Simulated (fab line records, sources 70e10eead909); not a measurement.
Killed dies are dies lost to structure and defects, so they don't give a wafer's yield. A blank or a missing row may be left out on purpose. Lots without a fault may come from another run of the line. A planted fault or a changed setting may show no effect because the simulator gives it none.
fab line records | flow nand_harc | part 1 of 2: steps 1 to 4 of 6
record lots=24 wafers=72 last_day=33
route steps=1302 shown P_GATE@145 P_CONTACT@234
lots that met no fault: from a run of the same line without faults
start_h: hours from the record's first day to the start of the lot's first wafer shown | wait_h: hours since the lot's step before | " the same as in the row above | L1.1+2: a row that stands for several wafers | - no value, or no start given | * or withheld: withheld | < > ~ a bound
route shown NAME@n: a module of which the file shows steps, and the number in the route of the first | usual: mean/standard deviation of fault-free wafers | same: alike in all rows | chamber/n: place in a boat | sites: the reading at each site | _std_site: their standard deviation | _edge_site: outer sites' mean less inner sites' | radius_mm: how far each site lies from the wafer's centre | mask NAME#n: copy n | behind: the tool/chamber that last shaped the wafer | hold: why the lot was held/for how many hours/how that ended | device: the transistor (n, p or np) that didn't switch | end of line: the same wafers' tests at the end of the route | a step without rows: its recipe alone | killed: dies lost to structure and defects at the first sort, not the wafer's yield | map: a wafer's dies, x killed, . not, _ none there
set.NAME: the setting as run; set.NAME@STEP: as run at that earlier step | model.NAME: the simulator's own value behind a step, which no gauge read
steps of the route over a sample of lots; a table a step, a row a wafer
services: from which hour (start_h, from the record's first day; less than 0 if before it) a tool's chamber was out of use, for how many hours, and why
## steps
# step NHARC_P_GATE_ETCH_104
# recipe target_depth_a=600 time_s=withheld cf4_flow_sccm=100 chf3_flow_sccm=30 ar_flow_sccm=0 rf_w=500 bias_w=200 chemistry=CF4/CHF3
# usual bias_w=200.0/0.5 drypump_motor_current_A=5.7/0.44 oes_product_au=0.950/0.022 rf_vpp_V=370.6/2.8 showerhead_plenum_p_Torr=1.58/0.079 throttle_valve_pct=16.801/0.0094
# columns lot.wafer tool chamber start_h wait_h bias_w drypump_motor_current_A oes_product_au rf_vpp_V showerhead_plenum_p_Torr throttle_valve_pct
L074.4 rie_diel-13 1 101.10 0.1 199.8 5.3 0.964 374.0 1.66 16.790
L074.1 " 2 " " 199.5 5.5 0.948 371.4 1.58 16.788
L074.5 " 3 " " 200.7 4.9 0.955 374.1 1.65 16.801
L075.1 rie_diel-04 1 113.24 0.1 200.3 5.7 0.910 372.6 1.59 16.786
L075.4 " 0 " " 200.0 5.4 0.927 373.7 1.68 16.819
L075.5 " 1 " " 200.1 5.7 0.920 371.1 1.59 16.800
L076.1 rie_diel-04 0 121.70 0.1 200.5 5.3 0.960 374.5 1.68 16.806
L076.3 " 2 " " 201.1 6.8 0.973 367.3 1.48 16.811
L076.5 " 1 " " 201.1 5.7 0.965 371.9 1.59 16.806
L077.1 rie_diel-09 2 125.45 0.1 199.6 5.5 0.954 369.0 1.48 16.813
L077.4 " 0 " " 200.3 6.4 0.921 369.9 1.54 16.792
L077.3 " 1 " " 200.1 5.7 0.930 366.9 1.47 16.783
L078.2 rie_diel-13 3 138.03 0.1 200.2 4.9 0.972 372.2 1.65 16.801
L078.3 " 2 " " 200.3 5.5 0.968 371.9 1.58 16.810
L078.4 " 3 " " 199.7 4.8 0.983 374.8 1.65 16.795
L079.1 rie_diel-04 0 143.88 0.1 198.6 5.4 0.924 374.1 1.68 16.798
L079.4 " 2 " " 199.5 6.8 0.934 366.2 1.48 16.796
L079.6 " 1 " " 200.0 5.8 0.908 370.8 1.59 16.797
L080.2 rie_diel-13 0 156.45 0.1 198.9 5.8 0.941 369.1 1.52 16.786
L080.6 " 0 " " 201.0 5.9 0.947 368.8 1.52 16.787
L080.4 " 1 " " 199.6 5.4 0.917 373.4 1.66 16.790
L081.3 rie_diel-09 2 162.44 0.1 199.8 5.5 0.980 367.5 1.48 16.798
L081.2 " 0 " " 199.9 6.5 0.961 370.1 1.54 16.798
L081.6 " 2 " " 199.0 5.5 0.976 367.7 1.48 16.803
L082.2 rie_diel-13 3 178.47 0.1 200.6 4.9 0.964 372.6 1.65 16.795
L082.5 " 3 " " 200.2 4.8 0.960 374.1 1.65 16.801
L082.6 " 0 " " 199.4 5.9 0.990 369.9 1.52 16.793
L083.4 rie_diel-13 1 185.37 0.1 199.9 5.4 0.975 374.0 1.66 16.802
L083.2 " 2 " " 199.5 5.5 0.970 372.1 1.58 16.804
L083.3 " 3 " " 199.5 4.8 0.966 372.2 1.65 16.803
L084.2 rie_diel-09 0 191.70 0.1 200.2 6.4 0.949 367.8 1.54 16.811
L084.1 " 1 " " 200.0 5.7 0.982 367.3 1.47 16.792
L084.6 " 0 " " 199.9 6.4 0.952 369.1 1.54 16.791
L085.3 rie_diel-09 0 212.63 0.1 199.6 6.4 0.957 368.2 1.54 16.811
L085.1 " 2 " " 199.9 5.5 0.961 369.0 1.48 16.803
L085.6 " 3 " " 200.5 5.5 0.960 373.5 1.68 16.806
L086.4 rie_diel-09 0 219.05 0.1 200.5 6.4 0.965 369.0 1.54 16.803
L086.2 " 1 " " 199.6 5.7 0.979 367.4 1.47 16.791
L086.6 " 1 " " 200.4 5.7 0.978 368.6 1.47 16.789
L087.4 rie_diel-09 3 223.73 0.1 201.3 5.4 0.950 374.1 1.68 16.814
L087.2 " 0 " " 200.1 6.4 0.951 369.1 1.54 16.779
L087.5 " 3 " " 200.0 5.4 0.958 371.9 1.68 16.790
L088.3 rie_diel-13 2 244.03 0.1 200.6 5.5 0.958 371.0 1.58 16.784
L088.2 " 1 " " 199.9 5.4 0.962 373.5 1.66 16.815
L088.5 " 2 " " 200.1 5.6 0.957 369.9 1.58 16.789
L089.3 rie_diel-13 1 254.04 0.1 200.9 5.3 0.970 373.8 1.66 16.777
L089.4 " 2 " " 200.1 5.6 0.974 370.6 1.58 16.801
L089.2 " 3 " " 200.2 4.8 0.956 372.8 1.65 16.798
L090.2 rie_diel-04 1 267.16 0.1 200.5 5.7 0.943 371.2 1.59 16.809
L090.3 " 2 " " 200.0 6.8 0.964 366.3 1.48 16.818
L090.6 " 1 " " 199.6 5.7 0.951 370.5 1.59 16.795
L091.2 rie_diel-09 0 267.81 0.1 199.4 6.4 0.934 368.6 1.53 16.812
L091.3 " 1 " " 200.6 5.7 0.932 367.0 1.47 16.817
L091.6 " 3 " " 200.7 5.4 0.913 374.3 1.68 16.805
L092.3 rie_diel-09 1 275.17 0.1 199.5 5.7 0.921 366.5 1.47 16.794
L092.5 " 2 " " 200.6 5.5 0.906 367.9 1.48 16.814
L092.6 " 3 " " 200.5 5.4 0.920 373.7 1.68 16.802
L093.1 rie_diel-09 2 282.52 0.1 200.3 5.5 0.915 367.2 1.48 16.796
L093.4 " 3 " " 200.3 5.4 0.925 374.2 1.68 16.796
L093.5 " 3 " " 200.3 5.4 0.913 376.3 1.68 16.803
L094.4 rie_diel-13 2 296.48 0.1 200.7 5.5 0.928 370.0 1.58 16.788
L094.6 " 3 " " 199.7 4.9 0.921 373.9 1.65 16.802
L094.5 " 0 " " 200.1 5.9 0.918 370.2 1.51 16.793
L095.2 rie_diel-09 2 306.84 0.1 200.3 5.5 0.933 366.8 1.48 16.812
L095.3 " 3 " " 199.3 5.4 0.956 373.3 1.68 16.795
L095.1 " 1 " " 200.3 5.7 0.966 365.4 1.47 16.808
L096.1 rie_diel-04 2 319.08 0.1 200.2 6.8 0.962 366.9 1.48 16.800
L096.2 " 3 " " 199.5 5.9 0.949 371.4 1.54 16.806
L096.6 " 1 " " 200.3 5.7 0.948 372.6 1.59 16.788
L097.1 rie_diel-09 1 332.10 0.1 198.9 5.7 0.961 367.5 1.47 16.791
L097.3 " 3 " " 199.4 5.4 0.982 373.2 1.68 16.813
L097.5 " 1 " " 199.1 5.7 0.969 366.4 1.47 16.806
# step NHARC_P_GATE_DESCUM_48
# recipe time_s=3 o2_flow_sccm=200 ar_flow_sccm=0 bias_power_w=0 chemistry=O2
# usual drypump_motor_current_A=5.7/0.46 oes_product_au=0.999/0.0095 rf_vpp_V=57.9/1.1 showerhead_plenum_p_Torr=1.91/0.1 throttle_valve_pct=11.311/0.0091
# columns lot.wafer tool chamber start_h wait_h drypump_motor_current_A oes_product_au rf_hours_counter_h rf_vpp_V showerhead_plenum_p_Torr throttle_valve_pct
L074.4 rie_diel-09 1 112.96 - 5.7 0.990 6 58.8 1.79 11.311
L074.1 " 3 " " 5.4 0.982 6 58.5 2.06 11.326
L074.5 " 1 " " 5.7 0.999 - 57.4 1.79 11.300
L075.1 rie_diel-04 0 125.28 - 5.3 0.990 5 57.8 2.05 11.300
L075.4 " 2 " " 6.8 1.003 6 57.1 1.80 11.295
L075.5 " 1 " " 5.7 0.985 - 58.3 1.94 11.312
L076.3 rie_diel-13 3 133.58 - 4.9 1.018 10 59.3 2.01 11.312
L076.1 " 1 " " 5.3 1.001 8 58.3 2.03 11.306
L076.5 " 3 " " 4.9 1.018 - 57.6 2.01 11.326
L077.1 rie_diel-13 0 137.25 - 5.9 1.013 9 57.8 1.84 11.314
L077.4 " 1 " " 5.3 0.993 8 57.9 2.03 11.324
L077.3 " 3 " " 4.9 1.015 10 58.0 2.01 11.302
L078.4 rie_diel-13 3 149.99 - 4.8 1.011 10 58.7 2.01 11.328
L078.3 " 0 " " 5.8 1.021 9 58.9 1.84 11.310
L078.2 " 1 " " 5.3 0.992 8 58.6 2.03 11.312
L079.1 rie_diel-09 1 155.72 - 5.7 1.018 0 56.0 1.79 11.323
L079.4 " 3 " " 5.4 0.996 0 60.1 2.06 11.299
L079.6 " 0 " " 6.4 1.010 - 57.4 1.87 11.325
L080.4 rie_diel-09 1 168.44 - 5.7 1.002 2 58.4 1.79 11.317
L080.2 " 3 " " 5.4 0.990 2 59.8 2.06 11.305
L080.6 " 0 " " 6.4 0.994 - 56.8 1.86 11.305
L081.2 rie_diel-04 1 176.32 - 5.7 1.007 9 58.8 1.94 11.295
L081.3 " 3 " " 5.9 0.984 9 60.2 1.87 11.302
L081.6 " 1 " " 5.7 0.995 - 57.8 1.94 11.293
L082.2 rie_diel-04 0 190.38 - 5.4 0.988 1 57.5 2.05 11.319
L082.5 " 0 " " 5.3 0.997 - 58.2 2.05 11.318
L082.6 " 1 " " 5.7 0.994 - 57.2 1.94 11.314
L083.3 rie_diel-04 0 197.28 - 5.4 0.998 1 58.5 2.05 11.316
L083.4 " 1 " " 5.8 0.998 1 57.1 1.94 11.324
L083.2 " 2 " " 6.8 0.993 1 56.9 1.80 11.317
L084.2 rie_diel-13 1 203.49 - 5.3 0.995 1 58.4 2.03 11.314
L084.1 " 3 " " 4.9 0.997 1 59.7 2.01 11.300
L084.6 " 1 " " 5.3 0.997 - 60.0 2.03 11.302
L085.1 rie_diel-09 1 228.32 - 5.7 0.998 5 58.1 1.79 11.305
L085.3 " 1 " " 5.6 1.009 - 57.7 1.79 11.318
L085.6 " 3 " " 5.4 0.984 - 57.0 2.06 11.307
L086.2 rie_diel-09 1 231.10 - 5.7 1.001 5 56.3 1.78 11.308
L086.4 " 1 " " 5.8 1.013 - 56.8 1.79 11.299
L086.6 " 1 " " 5.8 1.008 - 56.9 1.79 11.301
L087.2 rie_diel-09 1 235.59 - 5.7 1.010 5 58.6 1.78 11.318
L087.4 " 3 " " 5.4 0.995 - 58.2 2.06 11.317
L087.5 " 1 " " 5.7 0.999 - 57.1 1.79 11.323
L088.3 rie_diel-13 2 255.92 - 5.6 1.004 4 56.4 1.92 11.313
L088.2 " 3 " " 4.8 0.999 5 55.9 2.01 11.312
L088.5 " 1 " " 5.3 1.001 - 59.3 2.03 11.308
L089.2 rie_diel-09 3 265.73 - 5.5 0.989 5 59.1 2.06 11.318
L089.3 " 1 " " 5.7 1.003 6 55.3 1.78 11.303
L089.4 " 2 " " 5.5 0.988 5 57.1 1.80 11.315
L090.2 rie_diel-09 2 279.12 - 5.5 0.981 6 58.1 1.80 11.306
L090.3 " 3 " " 5.5 0.988 6 58.7 2.06 11.317
L090.6 " 2 " " 5.5 0.983 - 58.8 1.80 11.308
L091.2 rie_diel-09 3 279.72 - 5.4 0.999 6 57.2 2.05 11.304
L091.3 " 0 " " 6.4 0.999 7 57.7 1.86 11.301
L091.6 " 3 " " 5.4 0.980 - 59.9 2.05 11.315
L092.3 rie_diel-04 3 286.97 - 5.9 0.995 8 57.6 1.87 11.315
L092.5 " 1 " " 5.8 0.990 - 58.4 1.93 11.301
L092.6 " 2 " " 6.8 1.001 - 57.0 1.79 11.313
L093.4 rie_diel-13 1 294.41 - 5.4 0.984 8 58.9 2.03 11.324
L093.1 " 3 " " 4.8 0.992 7 59.8 2.01 11.310
L093.5 " 1 " " 5.3 0.991 - 58.6 2.03 11.317
L094.4 rie_diel-04 3 308.85 - 5.9 1.001 8 58.4 1.87 11.313
L094.6 " 1 " " 5.8 0.985 - 58.7 1.93 11.295
L094.5 " 2 " " 6.8 0.993 - 56.7 1.79 11.320
L095.1 rie_diel-13 3 318.61 - 4.9 1.001 8 60.4 2.01 11.319
L095.2 " 1 " " 5.3 0.995 9 58.3 2.03 11.322
L095.3 " 2 " " 5.5 0.992 8 57.1 1.92 11.304
L096.1 rie_diel-04 2 330.90 - 6.7 0.996 9 56.1 1.79 11.304
L096.2 " 1 " " 5.8 0.991 9 58.8 1.93 11.309
L096.6 " 3 " " 5.9 0.995 - 57.0 1.87 11.303
L097.1 rie_diel-09 1 343.79 - 5.7 0.993 0 57.4 1.78 11.318
L097.3 " 2 " " 5.5 0.988 0 57.6 1.80 11.309
L097.5 " 3 " " 5.4 0.982 - 59.2 2.05 11.314
# step NHARC_P_GATE_STRIP_112
# recipe power_w=1500 temp_c=110 time_s=200 chemistry=N2/H2
# usual drypump_motor_current_A=5.7/0.38 heater_power_w=91/10 rf_refl_power_W=13/4.4
# columns lot.wafer tool chamber start_h wait_h drypump_motor_current_A heater_power_w rf_hours_counter_h rf_refl_power_W
L074.1 plasma_asher-01 0 115.16 0.2 6.2 105 25 13
L074.4 " 1 " " 5.6 79 - 10
L074.5 " 1 " " 5.6 82 - 10
L075.1 plasma_asher-02 0 127.45 0.2 5.7 99 8 10
L075.4 " 0 " " 5.7 98 - 9
L075.5 " 1 " " 5.2 90 - 20
L076.1 plasma_asher-02 1 135.61 0.2 5.2 86 10 21
L076.3 " 0 " " 5.6 96 - 10
L076.5 " 0 " " 5.7 95 - 9
L077.1 plasma_asher-01 1 139.39 0.2 5.6 79 30 10
L077.4 " 1 " " 5.5 79 - 10
L077.3 " 0 " " 6.2 102 - 14
L078.2 plasma_asher-01 0 152.14 0.2 6.3 103 31 14
L078.4 " 1 " " 5.6 80 - 10
L078.3 " 0 " " 6.2 102 - 13
L079.1 plasma_asher-02 0 157.89 0.2 5.6 100 15 10
L079.4 " 0 " " 5.6 97 - 10
L079.6 " 1 " " 5.2 89 - 22
L080.2 plasma_asher-02 1 170.66 0.2 5.2 89 20 21
L080.4 " 1 " " 5.2 85 - 21
L080.6 " 1 " " 5.2 88 - 21
L081.2 plasma_asher-01 1 178.43 0.2 5.5 80 1 9
L081.3 " 0 " " 6.2 100 - 13
L081.6 " 1 " " 5.5 76 - 9
L082.2 plasma_asher-01 1 192.94 0.2 5.6 77 4 10
L082.5 " 0 " " 6.2 104 - 13
L082.6 " 1 " " 5.5 75 - 10
L083.2 plasma_asher-02 1 199.46 0.2 5.2 89 27 21
L083.4 " 0 " " 5.7 99 - 10
L083.3 " 1 " " 5.2 91 - 22
L084.2 plasma_asher-01 1 205.60 0.2 5.5 78 5 10
L084.1 " 0 " " 6.2 105 5 13
L084.6 " 0 " " 6.2 101 - 13
L085.1 plasma_asher-01 0 230.39 0.2 6.2 105 9 14
L085.3 " 0 " " 6.2 103 - 13
L085.6 " 0 " " 6.2 104 - 13
L086.2 plasma_asher-01 0 233.27 0.2 6.2 104 10 13
L086.4 " 0 " " 6.2 102 - 13
L086.6 " 1 " " 5.5 77 - 10
L087.2 plasma_asher-02 1 237.71 0.2 5.2 88 34 21
L087.4 " 1 " " 5.2 90 - 21
L087.5 " 0 " " 5.7 96 - 10
L088.2 plasma_asher-01 1 258.08 0.2 5.5 76 16 9
L088.3 " 0 " " 6.2 102 - 13
L088.5 " 1 " " 5.5 77 - 10
L089.2 plasma_asher-01 0 267.90 0.2 6.2 105 17 13
L089.3 " 1 " " 5.6 78 - 10
L089.4 " 0 " " 6.2 103 - 13
L090.2 plasma_asher-01 0 281.29 0.2 6.3 104 21 13
L090.3 " 0 " " 6.2 103 - 14
L090.6 " 0 " " 6.3 102 - 13
L091.2 plasma_asher-02 0 281.75 0.2 5.7 93 6 10
L091.3 " 0 " " 5.7 91 - 10
L091.6 " 1 " " 5.2 92 - 22
L092.3 plasma_asher-02 0 289.21 0.3 5.6 92 - 10
L092.6 " 1 " " 5.2 91 - 22
L092.5 " 0 " " 5.6 93 - 10
L093.1 plasma_asher-02 0 296.70 0.2 5.6 93 10 10
L093.4 " 0 " " 5.6 95 - 10
L093.5 " 1 " " 5.2 91 - 20
L094.4 plasma_asher-01 1 311.08 0.2 5.5 79 - 10
L094.6 " 0 " " 6.2 102 - 14
L094.5 " 1 " " 5.5 78 - 9
L095.1 plasma_asher-01 0 320.73 0.2 6.2 105 28 13
L095.2 " 1 " " 5.5 77 28 11
L095.3 " 0 " " 6.2 101 - 13
L096.1 plasma_asher-01 0 333.01 0.2 6.2 103 30 13
L096.2 " 1 " " 5.6 78 30 9
L096.6 " 0 " " 6.2 103 - 13
L097.1 plasma_asher-02 1 345.95 0.4 5.2 90 20 21
L097.3 " 1 " " 5.2 91 - 20
L097.5 " 1 " " 5.2 91 - 21
# step NHARC_P_CONTACT_INSPECT_14
# usual raw_defect_count=4.3/2.8
# columns lot.wafer tool chamber start_h wait_h raw_defect_count
L074.1 defect_inspect-02 - 121.13 0.0 0
L074.4 " - " " 3
L074.5 " - " " 2
L075.1 defect_inspect-02 - 133.43 0.0 4
L075.4 " - " " 3
L075.5 " - " " 0
L076.1 defect_inspect-01 - 141.41 0.0 0
L076.3 " - " " 2
L076.5 " - " " 3
L077.1 defect_inspect-02 - 145.35 0.0 2
L077.3 " - " " 3
L077.4 " - " " 3
L078.2 defect_inspect-01 - 158.09 0.0 10
L078.3 " - " " 6
L078.4 " - " " 4
L079.1 defect_inspect-01 - 163.92 0.0 7
L079.4 " - " " 6
L079.6 " - " " 11
L080.2 defect_inspect-02 - 176.52 0.0 6
L080.4 " - " " 2
L080.6 " - " " 2
L081.2 defect_inspect-02 - 184.46 0.0 5
L081.3 " - " " 4
L081.6 " - " " 12
L082.2 defect_inspect-02 - 198.77 0.0 5
L082.5 " - " " 10
L082.6 " - " " 8
L083.2 defect_inspect-02 - 205.39 0.0 1
L083.3 " - " " 4
L083.4 " - " " 5
L084.1 defect_inspect-02 - 211.34 0.0 2
L084.2 " - " " 3
L084.6 " - " " 4
L085.1 defect_inspect-02 - 236.39 0.0 3
L085.3 " - " " 5
L085.6 " - " " 0
L086.2 defect_inspect-02 - 239.15 0.0 4
L086.4 " - " " 4
L086.6 " - " " 2
L087.2 defect_inspect-01 - 243.58 0.0 6
L087.4 " - " " 1
L087.5 " - " " 1
L088.2 defect_inspect-02 - 263.90 0.0 1
L088.3 " - " " 2
L088.5 " - " " 2
L089.2 defect_inspect-01 - 273.73 0.0 2
L089.3 " - " " 3
L089.4 " - " " 4
L090.2 defect_inspect-01 - 287.25 0.0 5
L090.3 " - " " 1
L090.6 " - " " 3
L091.2 defect_inspect-02 - 287.75 0.0 4
L091.3 " - " " 4
L091.6 " - " " 6
L092.3 defect_inspect-02 - 294.96 0.0 3
L092.5 " - " " 2
L092.6 " - " " 2
L093.1 defect_inspect-01 - 302.55 0.0 5
L093.4 " - " " 5
L093.5 " - " " 4
L094.4 defect_inspect-02 - 316.84 0.0 2
L094.5 " - " " 1
L094.6 " - " " 2
L095.1 defect_inspect-01 - 326.59 0.0 6
L095.2 " - " " 3
L095.3 " - " " 5
L096.1 defect_inspect-02 - 338.94 0.0 15
L096.2 " - " " 9
L096.6 " - " " 13
L097.1 defect_inspect-02 - 351.94 0.0 7
L097.3 " - " " 10
L097.5 " - " " 6
